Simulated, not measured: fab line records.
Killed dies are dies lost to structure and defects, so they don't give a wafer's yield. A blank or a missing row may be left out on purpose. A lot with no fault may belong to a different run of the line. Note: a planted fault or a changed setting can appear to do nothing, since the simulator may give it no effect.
Chamber matching + flow n5 finfet + 4 sister chambers for N5_MOL_CONTACT_COAG_ETCH_15 on rie diel-01
The step etches SiNx in CH3F/O2, stops on Si:P, target depth 7 nm. 8 wafers are shown with their chamber, then 7 later ones without.

== EACH WAFER AND ITS CHAMBER ==
| wafer  | chamber | throttle valve pct (%) | drypump motor current A (A) |
|--------|---------|------------------------|-----------------------------|
| L085.1 | 3       | 15.96                  | 5.3                         |
| L085.3 | 0       | 16.77                  | 6.2                         |
| L085.5 | 2       | 16.12                  | 5.2                         |
| L086.2 | 3       | 15.97                  | 5.4                         |
| L086.3 | 2       | 16.10                  | 5.3                         |
| L086.6 | 1       | 16.50                  | 5.6                         |
| L092.1 | 1       | 16.53                  | 5.6                         |
| L092.2 | 0       | 16.78                  | 6.2                         |

== WAFERS MISSING THEIR CHAMBER ==
| wafer  | throttle valve pct (%) | drypump motor current A (A) |
|--------|------------------------|-----------------------------|
| L092.4 | 16.00                  | 5.3                         |
| L094.1 | 15.97                  | 5.4                         |
| L094.5 | 16.81                  | 6.2                         |
| L094.6 | 16.53                  | 5.7                         |
| L096.1 | 16.81                  | 6.2                         |
| L096.4 | 16.13                  | 5.3                         |
| L096.5 | 16.01                  | 5.3                         |

== EACH ONE'S CHAMBER ==
| wafer  | from the rows above | in truth |
|--------|---------------------|----------|
| L092.4 | 3                   | 3        |
| L094.1 | 3                   | 3        |
| L094.5 | 0                   | 0        |
| L094.6 | 1                   | 1        |
| L096.1 | 0                   | 0        |
| L096.4 | 2                   | 2        |
| L096.5 | 3                   | 3        |
Correct placement for 7 of the 7. From these rows, 0 cannot be placed. Placed wrongly: 0.
How it was worked out, from the rows above alone: a wafer's distance from a chamber is the root of the sum, over the readings, of the square of ((its reading less the chamber's mean) divided by the reading's scatter). If the next closest chamber is less than 2 further off than the closest, the wafer can't be placed; otherwise it belongs to the closest. The mean given for a chamber averages the wafers shown for that chamber. How the scatter is found: for the shown wafers, subtract from each reading the mean of its chamber, square and add these, divide the total by (wafers less chambers), then take the root.
